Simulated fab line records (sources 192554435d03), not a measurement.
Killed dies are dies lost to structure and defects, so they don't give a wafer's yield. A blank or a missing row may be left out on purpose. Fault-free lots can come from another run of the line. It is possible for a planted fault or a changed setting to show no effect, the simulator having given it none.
Chamber matching | flow n5_finfet | 4 sister chambers for N5_BEOL_M9_VIA_ETCH_34 on rie_diel-02
The step etches SiCOH lowk in C4F6/O2, target depth 182.4 nm, time 68.4 s. 14 wafers are shown with their chamber, then 7 later ones without.

== WAFERS PAIRED WITH THEIR CHAMBERS ==
wafer  | chamber | drypump_motor_current_A (A) | throttle_valve_pct (%) | showerhead_plenum_p_Torr (Torr)
L075.2 | 2       | 5.6                         | 20.60                  | 2.91
L075.4 | 3       | 6.0                         | 21.01                  | 2.73
L075.5 | 2       | 5.6                         | 20.59                  | 2.91
L080.1 | 0       | 5.0                         | 20.23                  | 2.91
L080.2 | 3       | 6.0                         | 21.04                  | 2.72
L080.4 | 2       | 5.6                         | 20.61                  | 2.90
L084.3 | 1       | 6.4                         | 21.12                  | 2.74
L084.5 | 1       | 6.4                         | 21.13                  | 2.74
L084.6 | 2       | 5.5                         | 20.61                  | 2.89
L088.1 | 2       | 5.6                         | 20.64                  | 2.89
L088.3 | 0       | 5.0                         | 20.27                  | 2.90
L088.6 | 3       | 6.0                         | 21.05                  | 2.71
L087.1 | 2       | 5.6                         | 20.64                  | 2.89
L087.2 | 1       | 6.4                         | 21.15                  | 2.74

SIGNATURES (averages over the wafers above)
reading                  | chamber 0 | chamber 1 | chamber 2 | chamber 3 | scatter within a chamber
drypump_motor_current_A  | 5.000     | 6.400     | 5.583     | 6.000     | 0.0289
throttle_valve_pct       | 20.2500   | 21.1333   | 20.6150   | 21.0333   | 0.0207
showerhead_plenum_p_Torr | 2.9050    | 2.7400    | 2.8983    | 2.7200    | 0.00856
Rule: a wafer lies at a distance from a chamber equal to the root of the sum of squares, over the readings, of (its reading less the chamber's mean, divided by the reading's scatter). The wafer belongs to the nearest chamber; if the next one is less than 2 further off, it can't be placed. The scatter: the root of (the sum of the squares of (reading less its chamber's mean) over the shown wafers, divided by (wafers less chambers)).

== WAFERS WITHOUT THEIR CHAMBER ==
wafer  | drypump_motor_current_A (A) | throttle_valve_pct (%) | showerhead_plenum_p_Torr (Torr)
L087.5 | 6.0                         | 21.05                  | 2.71
L089.2 | 6.0                         | 21.08                  | 2.71
L089.3 | 5.6                         | 20.64                  | 2.89
L089.5 | 6.0                         | 21.06                  | 2.71
L093.1 | 5.6                         | 20.65                  | 2.89
L093.2 | 6.4                         | 21.15                  | 2.73
L093.6 | 5.5                         | 20.64                  | 2.89

== THE CHAMBER EACH PASSED THROUGH ==
wafer  | from the rows above | in truth
L087.5 | 3                   | 3
L089.2 | 3                   | 3
L089.3 | 2                   | 2
L089.5 | 3                   | 3
L093.1 | 2                   | 2
L093.2 | 1                   | 1
L093.6 | 2                   | 2
Placed correctly: 7 of 7. Left unplaced by these rows: 0. 0 placed wrongly.
